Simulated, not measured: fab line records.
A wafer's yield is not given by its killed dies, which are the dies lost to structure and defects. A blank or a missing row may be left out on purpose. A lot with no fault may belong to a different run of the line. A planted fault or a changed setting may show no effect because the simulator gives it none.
fab line records	flow nand-harc
record lots=14	wafers=42	last-day=23
route steps=1159 shown A_SOURCE_PLATE@420 A_ONON_D1@429 END@1159
lots untouched by any fault: they come from a run of this same line in which no faults occurred
start-h: start of the lot's first displayed wafer, in hours after the record's first day	wait-h: hours from the lot's prior step to this one	" unchanged from the row above	L1.1+2: several wafers, shown together as one row	- no value, or no start given	* or withheld: withheld	< > ~ a bound
route shown NAME@n: NAME is a module with steps in the file, n the number in the route of the first one	usual: mean and standard deviation over wafers with no fault	same: alike in all rows	chamber/n: place in a boat	sites: each site's reading	_std_site: standard deviation across them	_edge_site: mean of outer sites minus mean of inner sites	radius-mm: how far each site lies from the wafer's centre	mask NAME#n: copy n	behind: the most recent tool/chamber to have shaped the wafer	hold: cause of the lot's hold/its duration in hours/its outcome	device: the transistor (n, p or np) that didn't switch	end of line: tests run on the same wafers once the route is complete	a step given without rows: its recipe and nothing more	killed: dies lost to structure and defects at the first sort, not the wafer's yield	map: a wafer's dies, marking killed ones x, the rest . and places with no die _
set.NAME: the setting that was run; set.NAME@STEP: the one run at that earlier step	model.NAME: the simulator's own value behind a step, which no gauge read
the route's steps for a sample of lots (tables are steps, rows are wafers)
services: from which hour (start-h, from the record's first day; less than 0 if before it) a tool's chamber was out of use, for how many hours, and why
## steps
# step NHARC_A_SOURCE_PLATE_THK_MEAS_06
# recipe thk-meas-gauge=ellipsometry
# usual thk-nm=200.1/2.6
lot.wafer	tool	chamber	start-h	wait-h	thk-nm
L139.3	film-metro-02	-	160.34	0.4	199.0
L139.4	"	-	"	"	201.1
L139.5	"	-	"	"	198.5
L140.1	film-metro-02	-	170.28	0.4	199.1
L140.4	"	-	"	"	200.2
L140.5	"	-	"	"	200.0
L141.2	film-metro-01	-	170.29	0.4	197.0
L141.4	"	-	"	"	198.9
L141.6	"	-	"	"	195.5
L144.1	film-metro-02	-	181.82	0.4	204.1
L144.2	"	-	"	"	203.9
L144.5	"	-	"	"	204.5
L143.3	film-metro-01	-	181.82	0.4	199.5
L143.4	"	-	"	"	201.0
L143.6	"	-	"	"	199.2
L145.3	film-metro-01	-	189.82	0.4	200.2
L145.4	"	-	"	"	196.6
L145.5	"	-	"	"	198.2
L146.4	film-metro-02	-	189.82	0.4	195.8
L146.5	"	-	"	"	195.3
L146.6	"	-	"	"	195.9
L147.1	film-metro-02	-	205.01	0.4	197.3
L147.2	"	-	"	"	200.2
L147.4	"	-	"	"	197.1
L148.2	film-metro-01	-	205.02	0.4	196.8
L148.3	"	-	"	"	197.9
L148.5	"	-	"	"	200.1
L150.1	film-metro-01	-	223.67	0.4	199.1
L150.2	"	-	"	"	199.9
L150.4	"	-	"	"	197.2
L149.1	film-metro-02	-	223.67	0.4	206.3
L149.4	"	-	"	"	202.1
L149.5	"	-	"	"	205.5
L153.2	film-metro-01	-	240.26	0.4	201.4
L153.4	"	-	"	"	200.0
L153.5	"	-	"	"	198.4
L156.2	film-metro-01	-	254.01	0.4	202.2
L156.3	"	-	"	"	199.0
L156.4	"	-	"	"	200.6
L158.1	film-metro-01	-	265.21	0.4	200.1
L158.3	"	-	"	"	201.3
L158.6	"	-	"	"	201.2
# step NHARC_A_ONON_D1_THK_MEAS_08
# recipe thk-meas-gauge=ellipsometry
# usual thk-nm=999/10
lot.wafer	tool	chamber	start-h	wait-h	thk-nm
L139.3	film-metro-02	-	162.11	-	1008
L139.4	"	-	"	"	1008
L139.5	"	-	"	"	1009
L140.1	film-metro-02	-	172.37	-	996
L140.4	"	-	"	"	995
L140.5	"	-	"	"	995
L141.2	film-metro-01	-	172.51	-	1004
L141.4	"	-	"	"	1006
L141.6	"	-	"	"	1004
L144.1	film-metro-01	-	183.71	-	992
L144.2	"	-	"	"	990
L144.5	"	-	"	"	992
L143.3	film-metro-02	-	183.84	-	993
L143.4	"	-	"	"	993
L143.6	"	-	"	"	993
L145.3	film-metro-02	-	191.65	-	1013
L145.4	"	-	"	"	1013
L145.5	"	-	"	"	1012
L146.4	film-metro-02	-	191.66	-	997
L146.5	"	-	"	"	996
L146.6	"	-	"	"	997
L147.1	film-metro-01	-	206.79	-	992
L147.2	"	-	"	"	991
L147.4	"	-	"	"	991
L148.2	film-metro-01	-	206.83	-	1000
L148.3	"	-	"	"	1002
L148.5	"	-	"	"	1001
L149.1	film-metro-01	-	225.44	-	1011
L149.4	"	-	"	"	1012
L149.5	"	-	"	"	1010
L150.1	film-metro-02	-	225.45	-	978
L150.2	"	-	"	"	977
L150.4	"	-	"	"	979
L153.2	film-metro-01	-	242.03	-	1007
L153.4	"	-	"	"	1005
L153.5	"	-	"	"	1006
L156.2	film-metro-02	-	255.78	-	998
L156.3	"	-	"	"	999
L156.4	"	-	"	"	998
L158.1	film-metro-01	-	267.21	-	1000
L158.3	"	-	"	"	1001
L158.6	"	-	"	"	1001
# step NHARC_A_ONON_D1_DEP_09
# recipe target-thk-a=10000	n2-flow-sccm=2750	n2o-flow-sccm=2000	nh3-flow-sccm=500	sih4-flow-sccm=210	temp-c=400
lot.wafer	tool	chamber	start-h	wait-h
L139.3+4+5	pecvd-onon-04	0	162.28	0.2
L140.1+4+5	pecvd-onon-02	0	172.47	0.1
L141.2+4+6	pecvd-onon-04	0	172.63	0.1
L144.1+2+5	pecvd-onon-02	0	183.76	0.1
L143.3+4+6	pecvd-onon-03	0	184.01	0.2
L145.3+4+5	pecvd-onon-04	0	191.82	0.2
L146.4+5+6	pecvd-onon-02	0	192.03	0.4
L147.1+2+4	pecvd-onon-02	0	206.85	0.1
L148.2+3+5	pecvd-onon-03	0	206.94	0.1
L149.1+4+5	pecvd-onon-04	0	225.50	0.1
L150.1+2+4	pecvd-onon-02	0	225.51	0.1
L153.2+4+5	pecvd-onon-03	0	242.14	0.1
L156.2+3+4	pecvd-onon-02	0	255.89	0.1
L158.1+3+6	pecvd-onon-02	0	267.27	0.1
# step NHARC_A_ONON_D1_THK_MEAS_11
# recipe thk-meas-gauge=ellipsometry
# usual thk-nm=1002/14
lot.wafer	tool	chamber	start-h	wait-h	thk-nm
L139.3	film-metro-01	-	162.67	-	1000
L139.4	"	-	"	"	1000
L139.5	"	-	"	"	1000
L140.1	film-metro-02	-	172.98	-	1007
L140.4	"	-	"	"	1010
L140.5	"	-	"	"	1008
L141.2	film-metro-01	-	173.07	-	1003
L141.4	"	-	"	"	1001
L141.6	"	-	"	"	1001
L144.1	film-metro-02	-	184.28	-	1008
L144.2	"	-	"	"	1008
L144.5	"	-	"	"	1009
L143.3	film-metro-01	-	184.40	-	1008
L143.4	"	-	"	"	1008
L143.6	"	-	"	"	1007
L145.3	film-metro-02	-	192.21	-	1005
L145.4	"	-	"	"	1005
L145.5	"	-	"	"	1005
L146.4	film-metro-02	-	192.36	-	996
L146.5	"	-	"	"	994
L146.6	"	-	"	"	995
L147.1	film-metro-01	-	207.36	-	997
L147.2	"	-	"	"	997
L147.4	"	-	"	"	998
L148.2	film-metro-01	-	207.42	-	1001
L148.3	"	-	"	"	1002
L148.5	"	-	"	"	1002
L149.1	film-metro-01	-	226.01	-	981
L149.4	"	-	"	"	982
L149.5	"	-	"	"	983
L150.1	film-metro-02	-	226.02	-	979
L150.2	"	-	"	"	979
L150.4	"	-	"	"	979
L153.2	film-metro-01	-	242.60	-	1010
L153.4	"	-	"	"	1012
L153.5	"	-	"	"	1013
L156.2	film-metro-02	-	256.35	-	1498
L156.3	"	-	"	"	1497
L156.4	"	-	"	"	1498
L158.1	film-metro-01	-	267.78	-	1480
L158.3	"	-	"	"	1478
L158.6	"	-	"	"	1479
# step NHARC_A_ONON_D1_DEP_33
# recipe target-thk-a=2000	temp-c=400	pressure-torr=6.5	rf-w=900	teos-flow-sccm=161.4	flow-sccm=2650	target-thk-nm=200	gas=O2	material=SiO2
# usual heater-power-w=522/79	throttle-valve-pct=15.9/0.61
lot.wafer	tool	chamber	start-h	wait-h	heater-power-w	throttle-valve-pct
L139.3	pecvd-01	0	172.78	0.1	495	14.9
L139.4	"	0	"	"	520	14.8
L139.5	"	1	"	"	578	15.5
L140.1	pecvd-01	1	182.98	0.1	573	15.6
L140.5	"	1	"	"	594	15.7
L140.4	"	0	"	"	555	15.0
L141.2	pecvd-02	1	183.21	0.3	498	15.3
L141.6	"	2	"	"	452	15.9
L141.4	"	1	"	"	516	15.2
L144.1	pecvd-04	0	194.34	0.1	729	15.8
L144.2	"	2	"	"	555	16.7
L144.5	"	0	"	"	731	16.1
L143.3	pecvd-02	2	194.47	0.1	451	15.5
L143.6	"	0	"	"	439	17.1
L143.4	"	1	"	"	529	15.4
L145.3	pecvd-01	2	202.34	0.2	444	16.2
L145.4	"	1	"	"	568	15.3
L145.5	"	1	"	"	579	15.8
L146.5	pecvd-02	1	202.61	0.5	407	15.4
L146.6	"	2	"	"	339	15.6
L146.4	"	0	"	"	505	16.8
L147.1	pecvd-01	0	217.43	0.1	524	14.7
L147.2	"	2	"	"	522	16.2
L147.4	"	0	"	"	530	14.9
L148.3	pecvd-02	2	217.52	0.1	386	15.9
L148.2	"	1	"	"	497	15.3
L148.5	"	0	"	"	405	16.7
L149.1	pecvd-02	1	239.45	0.1	472	15.3
L149.4	"	2	"	"	418	15.7
L149.5	"	1	"	"	491	15.3
L150.2	pecvd-04	0	239.49	0.1	700	15.4
L150.1	"	2	"	"	582	16.1
L150.4	"	0	"	"	706	15.5
L153.2	pecvd-04	0	251.45	0.1	591	15.7
L153.5	"	0	"	"	597	15.7
L153.4	"	2	"	"	604	16.4
L156.3	pecvd-04	2	266.42	0.1	598	16.2
L156.2	"	0	"	"	601	15.7
L156.4	"	1	"	"	573	15.9
L158.1	pecvd-02	2	277.67	0.1	358	15.9
L158.3	"	0	"	"	418	17.0
L158.6	"	0	"	"	444	16.9
# step NHARC_END_SORT_01
# recipe temp-c=25
# usual killed-at-array=27/11	killed-at-other=0.7/1.1	killed-at-periphery=3.4/2.1	killed-dies=31/12	killed-open=3.6/2	killed-short=2.0/1.3
# same gross-dies=677
lot.wafer	tool	chamber	start-h	wait-h	killed-at-array	killed-at-other	killed-at-periphery	killed-dies	killed-open	killed-short
L158.1	prober-02	0	548.16	2.5	668	0	9	677	3	1
L158.3	prober-02	0	549.77	3.1	671	0	6	677	2	6
L158.6	prober-02	0	552.20	4.0	668	1	8	677	5	2
L156.2	prober-01	0	555.06	2.8	667	3	7	677	3	2
L156.3	prober-01	0	555.86	3.1	668	1	8	677	7	1
L156.4	prober-01	0	556.67	3.4	672	0	5	677	3	0
# killed by level:class
L158.1 A_ONON_D1:area-dep=644 A_CHANNEL_HOLE_D1:chamber-film-flake=20 P_BONDPAD:chamber-film-flake=4 P_GATE:chamber-film-flake=2 P_M1:chamber-film-flake=2 P_STI:geometric-particle:open=1 A_CHANNEL_FILL_D1:geometric-particle:open=1 A_CHANNEL_FILL_D1:geometric-particle:short=1
L158.3 A_ONON_D1:area-dep=634 A_CHANNEL_HOLE_D1:chamber-film-flake=26 P_BONDPAD:chamber-film-flake=5 A_CONTACT:geometric-particle:short=2 A_CONTACT:chamber-film-flake=2 A_SOURCE_PLATE:geometric-particle:short=1 A_CHANNEL_HOLE_D1:geometric-particle:short=1 A_STAIRCASE:geometric-particle:open=1
L158.6 A_ONON_D1:area-dep=646 A_CHANNEL_HOLE_D1:chamber-film-flake=17 P_GATE:chamber-film-flake=3 P_BONDPAD:chamber-film-flake=2 P_M0:geometric-particle:open=1 P_M1:geometric-particle:open=1 A_ONON_D1:geometric-particle:short=1 A_SLIT:geometric-particle:open=1
L156.2 A_ONON_D1:area-dep=617 A_CHANNEL_HOLE_D1:chamber-film-flake=24 A_SLIT:chamber-film-flake=8 A_CONTACT:chamber-film-flake=8 A_STAIRCASE:chamber-film-flake=7 P_ZERO_WELL:chamber-film-flake=4 THIN_TSV:chamber-film-flake=3 A_WL_FILL:geometric-particle:open=2
L156.3 A_ONON_D1:area-dep=620 A_CHANNEL_HOLE_D1:chamber-film-flake=19 A_SLIT:chamber-film-flake=13 A_STAIRCASE:chamber-film-flake=5 P_ZERO_WELL:chamber-film-flake=4 A_CONTACT:chamber-film-flake=4 A_BLC:geometric-particle:open=3 P_STI:chamber-film-flake=2
L156.4 A_ONON_D1:area-dep=626 A_CHANNEL_HOLE_D1:chamber-film-flake=26 A_STAIRCASE:chamber-film-flake=7 A_SLIT:chamber-film-flake=6 P_ZERO_WELL:chamber-film-flake=4 A_CONTACT:chamber-film-flake=4 P_M2:geometric-particle:open=1 A_CHANNEL_FILL_D1:geometric-particle:open=1
## services
tool	chamber	start-h	hours	kind
pecvd-onon-03	-	153.00	13.0	pm
pecvd-02	-	153.15	13.0	pm
pecvd-02	0	153.15	13.0	vent-cycle
pecvd-02	1	153.15	13.0	vent-cycle
pecvd-02	2	153.15	13.0	vent-cycle
pecvd-02	0	166.15	-	clean
pecvd-02	1	166.15	-	clean
pecvd-02	2	166.15	-	clean
pecvd-04	-	195.33	13.0	pm
pecvd-04	0	195.33	13.0	vent-cycle
pecvd-04	1	195.33	13.0	vent-cycle
pecvd-04	2	195.33	13.0	vent-cycle
pecvd-01	0	197.05	7.9	repair
pecvd-04	0	208.33	-	clean
pecvd-04	1	208.33	-	clean
pecvd-04	2	208.33	-	clean
pecvd-01	-	237.19	13.0	pm
pecvd-01	0	237.19	21.5	vent-cycle
pecvd-01	1	237.19	13.0	vent-cycle
pecvd-01	2	237.19	13.0	vent-cycle
pecvd-onon-04	-	237.67	13.0	pm
pecvd-01	1	250.19	-	clean
pecvd-02	2	268.68	5.3	repair
pecvd-onon-04	-	270.50	3.1	repair
## key
first-sign step=NHARC_A_ONON_D1_THK_MEAS_11	reading=thk-nm	direction=up	sigmas=35	usual=1002	struck=1488
effect step=NHARC_END_SORT_01	reading=killed-at-array	direction=up	sigmas=57	usual=27	struck=669
more-kills-born-at NHARC_A_ONON_D1_DEP_09@pecvd-onon-02=3787
met-at NHARC_A_ONON_D1_DEP_09
struck-lots L156,L158
later-rows-left-out L156.2,L156.3,L156.4,L158.1,L158.3,L158.6
tester-left-out L156,L158
not-acting-at NHARC_A_SOURCE_PLATE_THK_MEAS_06,NHARC_A_ONON_D1_THK_MEAS_08,NHARC_A_ONON_D1_DEP_33
onset-between 225.51 255.89
also-fits time
fault kind=process-parameter-drift	tool=pecvd-onon-02	chamber=-	onset-h=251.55	steps=NHARC_A_ONON_D1_DEP_09	channel=target-thk-a	offset=*	shape=step	end-h=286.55	acts-in=*	stated=*
# tester-left-out: of these lots the tester's yield and bins aren't shown, on N5 and GAA mostly nor the transistor test; their killed dies are dies lost to structure and defects alone, not to doping, threshold or leakage, so they don't give the yield
# later-rows-left-out: the simulator's readings of these wafers behind a module that went badly wrong aren't trusted and aren't shown, but for the sort
